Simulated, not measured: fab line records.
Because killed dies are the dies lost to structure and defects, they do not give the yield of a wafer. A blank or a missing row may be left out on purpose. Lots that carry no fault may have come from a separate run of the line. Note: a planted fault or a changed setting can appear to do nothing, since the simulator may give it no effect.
The tool behind it: which one? :: flow nandHarc :: Sampling: 14 lots, 42 wafers, 6 of 1159 route steps

## WHAT THE GAUGES SHOWED, per wafer
NHARC_A_ONON_D1_THK_MEAS_21: measures by ellipsometry. Usual: thkNm 1001 nm, standard deviation 8.4.
lot: L320
measured: day 8 08:01
on: filmMetro-02
thkNm (nm): 997 998 998
flag: 

lot: L323
measured: day 8 15:18
on: filmMetro-01
thkNm (nm): 1005 1006 1003
flag: 

lot: L324
measured: day 9 03:01
on: filmMetro-01
thkNm (nm): 1000 1001 999
flag: 

lot: L326
measured: day 9 09:26
on: filmMetro-01
thkNm (nm): 1002 1003 1002
flag: 

lot: L328
measured: day 10 00:16
on: filmMetro-02
thkNm (nm): 991 992 991
flag: 

lot: L327
measured: day 10 00:30
on: filmMetro-02
thkNm (nm): 1003 1004 1001
flag: 

lot: L330
measured: day 10 09:31
on: filmMetro-01
thkNm (nm): 997 997 998
flag: 

lot: L334
measured: day 11 06:41
on: filmMetro-01
thkNm (nm): 1579 1576 1577
flag: OFF

lot: L331
measured: day 11 06:20
on: filmMetro-01
thkNm (nm): 1567 1567 1569
flag: OFF

lot: L333
measured: day 12 01:48
on: filmMetro-01
thkNm (nm): 1010 1008 1008
flag: 

lot: L338
measured: day 12 19:25
on: filmMetro-01
thkNm (nm): 1012 1014 1012
flag: 

lot: L340
measured: day 13 14:17
on: filmMetro-02
thkNm (nm): 1007 1007 1007
flag: 

lot: L341
measured: day 13 13:56
on: filmMetro-02
thkNm (nm): 1008 1007 1005
flag: 

lot: L342
measured: day 13 14:15
on: filmMetro-02
thkNm (nm): 994 993 992
flag: 

NHARC_END_SORT_01. Usual: killedAtArray 26, standard deviation 8.6; killedAtOther 0.7, standard deviation 0.97; killedAtPeriphery 3.2, standard deviation 2.2; killedDies 30, standard deviation 8.9; killedOpen 3.1, standard deviation 1.8; killedShort 2.2, standard deviation 1.8.
lot: L334
measured: day 22 09:46
on: prober-02
killedAtArray: 677 676 675
killedAtOther: 0 1 0
killedAtPeriphery: 0 0 2
killedDies: 677 677 677
killedOpen: 8 2 5
killedShort: 0 1 3
flag: OFF

## EACH LOT AND THE TOOL THAT RAN IT (in order: tool; ch and the chambers of the sampled wafers; start)
lot: L320
NHARC_P_BONDPAD_PRE_CLEAN_26: pvdSputter-02, day 6 20:53 or earlier
NHARC_P_BONDPAD_ANNEAL_28: rtpAnneal-01 ch 0, day 6 20:53
NHARC_A_ZERO_WELL_RTA_16: rtpAnneal-02 ch 0, day 7 00:33
NHARC_A_ONON_D1_DEP_19: pecvdOnon-02 ch 0, day 8 07:30

lot: L323
NHARC_P_BONDPAD_PRE_CLEAN_26: pvdSputter-01, day 7 02:19 or earlier
NHARC_P_BONDPAD_ANNEAL_28: rtpAnneal-02 ch 0, day 7 02:19
NHARC_A_ZERO_WELL_RTA_16: rtpAnneal-01 ch 0, day 7 05:52
NHARC_A_ONON_D1_DEP_19: pecvdOnon-04 ch 0, day 8 14:51

lot: L324
NHARC_P_BONDPAD_PRE_CLEAN_26: pvdSputter-01, day 7 10:22 or earlier
NHARC_P_BONDPAD_ANNEAL_28: rtpAnneal-01 ch 0, day 7 10:22
NHARC_A_ZERO_WELL_RTA_16: rtpAnneal-01 ch 0, day 7 14:08
NHARC_A_ONON_D1_DEP_19: pecvdOnon-02 ch 0, day 9 02:30

lot: L326
NHARC_P_BONDPAD_PRE_CLEAN_26: pvdSputter-03, day 7 21:53 or earlier
NHARC_P_BONDPAD_ANNEAL_28: rtpAnneal-02 ch 0, day 7 21:53
NHARC_A_ZERO_WELL_RTA_16: rtpAnneal-02 ch 0, day 8 01:26
NHARC_A_ONON_D1_DEP_19: pecvdOnon-04 ch 0, day 9 09:02

lot: L328
NHARC_P_BONDPAD_PRE_CLEAN_26: pvdSputter-02, day 8 08:20 or earlier
NHARC_P_BONDPAD_ANNEAL_28: rtpAnneal-02 ch 0, day 8 08:20
NHARC_A_ZERO_WELL_RTA_16: rtpAnneal-02 ch 0, day 8 11:46
NHARC_A_ONON_D1_DEP_19: pecvdOnon-01 ch 0, day 9 23:46

lot: L327
NHARC_P_BONDPAD_PRE_CLEAN_26: pvdSputter-02, day 8 09:02 or earlier
NHARC_P_BONDPAD_ANNEAL_28: rtpAnneal-02 ch 0, day 8 09:02
NHARC_A_ZERO_WELL_RTA_16: rtpAnneal-01 ch 0, day 8 12:30
NHARC_A_ONON_D1_DEP_19: pecvdOnon-02 ch 0, day 10 00:02

lot: L330
NHARC_P_BONDPAD_PRE_CLEAN_26: pvdSputter-03, day 8 23:56 or earlier
NHARC_P_BONDPAD_ANNEAL_28: rtpAnneal-02 ch 0, day 8 23:56
NHARC_A_ZERO_WELL_RTA_16: rtpAnneal-02 ch 0, day 9 03:16
NHARC_A_ONON_D1_DEP_19: pecvdOnon-02 ch 0, day 10 09:01

lot: L334
NHARC_P_BONDPAD_PRE_CLEAN_26: pvdSputter-02, day 9 19:43 or earlier
NHARC_P_BONDPAD_ANNEAL_28: rtpAnneal-01 ch 0, day 9 19:43
NHARC_A_ZERO_WELL_RTA_16: rtpAnneal-01 ch 0, day 9 23:03
NHARC_A_ONON_D1_DEP_19: pecvdOnon-02 ch 0, day 11 06:17

lot: L331
NHARC_P_BONDPAD_PRE_CLEAN_26: pvdSputter-01, day 9 20:25 or earlier
NHARC_P_BONDPAD_ANNEAL_28: rtpAnneal-01 ch 0, day 9 20:25
NHARC_A_ZERO_WELL_RTA_16: rtpAnneal-02 ch 0, day 9 23:49
NHARC_A_ONON_D1_DEP_19: pecvdOnon-02 ch 0, day 11 06:00

lot: L333
NHARC_P_BONDPAD_PRE_CLEAN_26: pvdSputter-02, day 10 12:10 or earlier
NHARC_P_BONDPAD_ANNEAL_28: rtpAnneal-02 ch 0, day 10 12:10
NHARC_A_ZERO_WELL_RTA_16: rtpAnneal-02 ch 0, day 10 15:42
NHARC_A_ONON_D1_DEP_19: pecvdOnon-04 ch 0, day 12 01:17

lot: L338
NHARC_P_BONDPAD_PRE_CLEAN_26: pvdSputter-01, day 11 03:18 or earlier
NHARC_P_BONDPAD_ANNEAL_28: rtpAnneal-02 ch 0, day 11 03:18
NHARC_A_ZERO_WELL_RTA_16: rtpAnneal-01 ch 0, day 11 06:46
NHARC_A_ONON_D1_DEP_19: pecvdOnon-04 ch 0, day 12 18:58

lot: L340
NHARC_P_BONDPAD_PRE_CLEAN_26: pvdSputter-02, day 12 01:50 or earlier
NHARC_P_BONDPAD_ANNEAL_28: rtpAnneal-02 ch 0, day 12 01:50
NHARC_A_ZERO_WELL_RTA_16: rtpAnneal-02 ch 0, day 12 05:22
NHARC_A_ONON_D1_DEP_19: pecvdOnon-04 ch 0, day 13 13:53

lot: L341
NHARC_P_BONDPAD_PRE_CLEAN_26: pvdSputter-01, day 12 02:49 or earlier
NHARC_P_BONDPAD_ANNEAL_28: rtpAnneal-02 ch 0, day 12 02:49
NHARC_A_ZERO_WELL_RTA_16: rtpAnneal-02 ch 0, day 12 06:07
NHARC_A_ONON_D1_DEP_19: pecvdOnon-04 ch 0, day 13 13:25

lot: L342
NHARC_P_BONDPAD_PRE_CLEAN_26: pvdSputter-03, day 12 03:05 or earlier
NHARC_P_BONDPAD_ANNEAL_28: rtpAnneal-01 ch 0, day 12 03:05
NHARC_A_ZERO_WELL_RTA_16: rtpAnneal-01 ch 0, day 12 06:48
NHARC_A_ONON_D1_DEP_19: pecvdOnon-01 ch 0, day 13 13:47
- NHARC_P_BONDPAD_PRE_CLEAN_26: time 30 s.
- NHARC_P_BONDPAD_ANNEAL_28: time 90 s.
- NHARC_A_ZERO_WELL_RTA_16: time 10 s.
- NHARC_A_ONON_D1_DEP_19: target thk 1000 nm.

## AS READ BY THE TOOLS THEMSELVES (means over the sampled wafers that have a number; for cases with no such wafer, the mark the record gives instead)
NHARC_P_BONDPAD_PRE_CLEAN_26. Usual: heaterPowerW 442 W, standard deviation 50.
lot: L320
tool: pvdSputter-02
heaterPowerW (W): 398
flag: 

lot: L323
tool: pvdSputter-01
heaterPowerW (W): 457
flag: 

lot: L324
tool: pvdSputter-01
heaterPowerW (W): 419
flag: 

lot: L326
tool: pvdSputter-03
heaterPowerW (W): 470
flag: 

lot: L328
tool: pvdSputter-02
heaterPowerW (W): 405
flag: 

lot: L327
tool: pvdSputter-02
heaterPowerW (W): 403
flag: 

lot: L330
tool: pvdSputter-03
heaterPowerW (W): 496
flag: 

lot: L334
tool: pvdSputter-02
heaterPowerW (W): 399
flag: 

lot: L331
tool: pvdSputter-01
heaterPowerW (W): 473
flag: 

lot: L333
tool: pvdSputter-02
heaterPowerW (W): 418
flag: 

lot: L338
tool: pvdSputter-01
heaterPowerW (W): 462
flag: 

lot: L340
tool: pvdSputter-02
heaterPowerW (W): 409
flag: 

lot: L341
tool: pvdSputter-01
heaterPowerW (W): 445
flag: 

lot: L342
tool: pvdSputter-03
heaterPowerW (W): 461
flag: 

NHARC_P_BONDPAD_ANNEAL_28. Usual: wafer_temp_C_max 226.3, standard deviation 0.42.
lot: L320
tool: rtpAnneal-01
wafer_temp_C_max: 226.8
flag: 

lot: L323
tool: rtpAnneal-02
wafer_temp_C_max: 226.2
flag: 

lot: L324
tool: rtpAnneal-01
wafer_temp_C_max: 226.7
flag: 

lot: L326
tool: rtpAnneal-02
wafer_temp_C_max: 225.9
flag: 

lot: L328
tool: rtpAnneal-02
wafer_temp_C_max: 226.3
flag: 

lot: L327
tool: rtpAnneal-02
wafer_temp_C_max: 225.9
flag: 

lot: L330
tool: rtpAnneal-02
wafer_temp_C_max: 225.8
flag: 

lot: L334
tool: rtpAnneal-01
wafer_temp_C_max: 226.5
flag: 

lot: L331
tool: rtpAnneal-01
wafer_temp_C_max: 227.0
flag: 

lot: L333
tool: rtpAnneal-02
wafer_temp_C_max: 226.0
flag: 

lot: L338
tool: rtpAnneal-02
wafer_temp_C_max: 226.1
flag: 

lot: L340
tool: rtpAnneal-02
wafer_temp_C_max: 225.9
flag: 

lot: L341
tool: rtpAnneal-02
wafer_temp_C_max: 226.2
flag: 

lot: L342
tool: rtpAnneal-01
wafer_temp_C_max: 226.7
flag: 

NHARC_A_ZERO_WELL_RTA_16. Usual: lampPowerPct 31.7 %, standard deviation 2.1; wafer_temp_C_max 1005.8, standard deviation 2.
lot: L320
tool: rtpAnneal-02
lampPowerPct (%): 33.8
wafer_temp_C_max: 1004.0
flag: 

lot: L323
tool: rtpAnneal-01
lampPowerPct (%): 29.6
wafer_temp_C_max: 1006.5
flag: 

lot: L324
tool: rtpAnneal-01
lampPowerPct (%): 29.7
wafer_temp_C_max: 1008.1
flag: 

lot: L326
tool: rtpAnneal-02
lampPowerPct (%): 33.9
wafer_temp_C_max: 1004.4
flag: 

lot: L328
tool: rtpAnneal-02
lampPowerPct (%): 33.8
wafer_temp_C_max: 1004.0
flag: 

lot: L327
tool: rtpAnneal-01
lampPowerPct (%): 29.6
wafer_temp_C_max: 1008.0
flag: 

lot: L330
tool: rtpAnneal-02
lampPowerPct (%): 33.8
wafer_temp_C_max: 1003.9
flag: 

lot: L334
tool: rtpAnneal-01
lampPowerPct (%): 29.7
wafer_temp_C_max: 1006.7
flag: 

lot: L331
tool: rtpAnneal-02
lampPowerPct (%): 33.8
wafer_temp_C_max: 1004.6
flag: 

lot: L333
tool: rtpAnneal-02
lampPowerPct (%): 33.8
wafer_temp_C_max: 1004.5
flag: 

lot: L338
tool: rtpAnneal-01
lampPowerPct (%): 29.6
wafer_temp_C_max: 1007.2
flag: 

lot: L340
tool: rtpAnneal-02
lampPowerPct (%): 33.8
wafer_temp_C_max: 1004.1
flag: 

lot: L341
tool: rtpAnneal-02
lampPowerPct (%): 33.9
wafer_temp_C_max: 1003.5
flag: 

lot: L342
tool: rtpAnneal-01
lampPowerPct (%): 29.7
wafer_temp_C_max: 1006.7
flag: 

NHARC_A_ONON_D1_DEP_19. Usual: n2FlowSccm 2751 sccm, standard deviation 7.2.
lot: L320
tool: pecvdOnon-02
n2FlowSccm (sccm): 2749
flag: 

lot: L323
tool: pecvdOnon-04
n2FlowSccm (sccm): 2756
flag: 

lot: L324
tool: pecvdOnon-02
n2FlowSccm (sccm): 2750
flag: 

lot: L326
tool: pecvdOnon-04
n2FlowSccm (sccm): 2754
flag: 

lot: L328
tool: pecvdOnon-01
n2FlowSccm (sccm): 2753
flag: 

lot: L327
tool: pecvdOnon-02
n2FlowSccm (sccm): 2750
flag: 

lot: L330
tool: pecvdOnon-02
n2FlowSccm (sccm): 2750
flag: 

lot: L334
tool: pecvdOnon-02
n2FlowSccm (sccm): 2748
flag: 

lot: L331
tool: pecvdOnon-02
n2FlowSccm (sccm): 2753
flag: 

lot: L333
tool: pecvdOnon-04
n2FlowSccm (sccm): 2756
flag: 

lot: L338
tool: pecvdOnon-04
n2FlowSccm (sccm): 2752
flag: 

lot: L340
tool: pecvdOnon-04
n2FlowSccm (sccm): 2746
flag: 

lot: L341
tool: pecvdOnon-04
n2FlowSccm (sccm): 2761
flag: 

lot: L342
tool: pecvdOnon-01
n2FlowSccm (sccm): 2745
flag: 

## THE ANSWER, worked out from the rows above alone
Rule: a lot counts as off when the mean over its wafers that have a number is more than 3 standard deviations away from the usual mean. Also off: a lot with no number at a reading for which 4 or more lots have one. Any other lot the step has rows for is counted as sound. The gauges are gone through in route order, then the tools' own readings, and for those a lot's mean is taken as printed above. At the first step where some lot is off, the reading lying furthest off is the one used; lots without a number count as furthest.
Off, at NHARC_A_ONON_D1_THK_MEAS_21 on thkNm: L334, L331.
A tool fits if, at a process step before that reading, it ran every lot that is off, and no sound lot after the first of them. Gauges at NHARC_A_ONON_D1_THK_MEAS_21: tried the same way as those tools. NHARC_P_BONDPAD_PRE_CLEAN_26 gives no start for some lots, so the hours and the order of its lots are those of NHARC_P_BONDPAD_ANNEAL_28. One fits: NHARC_A_ONON_D1_DEP_19 on pecvdOnon-02. Its last sound lot is L330 (day 10 09:01), its first lot that is off L331 (day 11 06:00): a fault that began between those two fits.

## WHAT WAS PUT IN BY THE SIMULATOR
Process parameters drifting: pecvdOnon-02 at NHARC_A_ONON_D1_DEP_19, beginning at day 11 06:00. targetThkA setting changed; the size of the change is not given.
Lots struck among those shown: L331, L334. The rule above found the same.
